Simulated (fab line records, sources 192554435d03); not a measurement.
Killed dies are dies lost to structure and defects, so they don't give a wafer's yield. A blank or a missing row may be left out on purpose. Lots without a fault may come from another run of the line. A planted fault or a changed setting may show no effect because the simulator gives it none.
One fault seen from 2 desks | flow n5_finfet | each desk has only its own numbers; what lay behind them comes last

THE TOOL OWNER'S DESK: pecvd-03
The tool's own readings at N5_BEOL_M12_ILD_DEP_00 (deposits SiOC from DEMS/O2, target thk 658.92 nm, time 130.7 s): means of the sampled wafers that have a number, for each lot that ran on this tool. A lot is out of limits, marked OUT, if its mean lies more than 4 standard deviations from the usual mean; the brackets give that distance.
Columns: A = heater_power_w at N5_BEOL_M12_ILD_DEP_00, usual 474 W; B = rf_fwd_power_W at N5_BEOL_M12_ILD_DEP_00, usual 498.0 W; C = run_length_s at N5_BEOL_M12_ILD_DEP_00, usual 175.2 s; D = showerhead_plenum_p_Torr at N5_BEOL_M12_ILD_DEP_00, usual 5.693 Torr; E = throttle_valve_pct at N5_BEOL_M12_ILD_DEP_00, usual 12.1 %
lot  | first seen here | A   | B     | C               | D     | E
L579 | day 10 15:49    | 435 | 497.3 | 174.9           | 5.701 | 12.4
L580 | day 11 04:01    | 510 | 498.3 | 174.6           | 5.689 | 12.3
L582 | day 11 09:49    | 522 | 497.2 | 174.8           | 5.702 | 12.2
L589 | day 12 11:13    | 515 | 497.2 | 175.3           | 5.710 | 12.7
L592 | day 14 09:02    | 454 | -     | 123.5 (-86) OUT | 5.694 | 13.0
L595 | day 14 14:55    | 497 | 499.8 | 149.4 (-43) OUT | 5.696 | 12.1
L598 | day 15 11:22    | 484 | -     | 123.7 (-86) OUT | 5.716 | 12.8
This desk's finding: out of limits on L592, L595, L598; first on L592, day 14 09:02 (run_length_s at N5_BEOL_M12_ILD_DEP_00). In limits: L579, L580, L582, L589.

THE METROLOGY DESK
What the gauges read, lot by lot, whatever tool the lot ran on: means of the sampled wafers that have a number. A lot is out of limits, marked OUT, if its mean lies more than 4 standard deviations from the usual mean; the brackets give that distance.
Columns: A = cd_nm at N5_BEOL_M11_CD_MEAS_35, usual 69.9 nm; B = M12_ILD_THK at N5_BEOL_M12_THK_MEAS_01, usual 657 nm; C = V11_OVL at N5_BEOL_M12_OVL_MEAS_11, usual -2 nm
lot  | first seen here | A    | B             | C
L579 | day 10 13:06    | 70.3 | 661           | -5
L580 | day 11 01:24    | 69.9 | 659           | -4
L582 | day 11 07:25    | 69.3 | 658           | -4
L583 | day 11 13:55    | 70.1 | 655           | 1
L589 | day 12 08:58    | 69.3 | 656           | -5
L587 | day 12 15:34    | 68.7 | 662           | -8
L592 | day 14 06:38    | 69.7 | 394 (-29) OUT | -0
L595 | day 14 10:39    | 70.0 | 516 (-16) OUT | -3
L598 | day 15 08:28    | 71.0 | 394 (-29) OUT | 5
L602 | day 16 03:39    | 70.4 | 665           | -7
This desk's finding: out of limits on L592, L595, L598; first on L592, day 14 09:10 (M12_ILD_THK at N5_BEOL_M12_THK_MEAS_01). In limits: L579, L580, L582, L583, L589, L587, L602.

PUT TOGETHER
The tool owner's desk could have raised an alarm at day 14 09:02, on L592, L595, L598.
The metrology desk could have raised an alarm at day 14 09:10, on L592, L595, L598.
Of the lots named, all ran N5_BEOL_M12_ILD_DEP_00 on pecvd-03.

WHAT THE SIMULATOR HAD PUT IN
Process parameter drift: pecvd-03, from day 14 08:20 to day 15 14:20, at N5_BEOL_M12_ILD_DEP_00. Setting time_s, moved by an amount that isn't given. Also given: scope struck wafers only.
Lots struck among those shown: L592, L595, L598.
Hours from the fault's start to each desk's first reading out of limits: the tool owner's desk, 1; the metrology desk, 1.
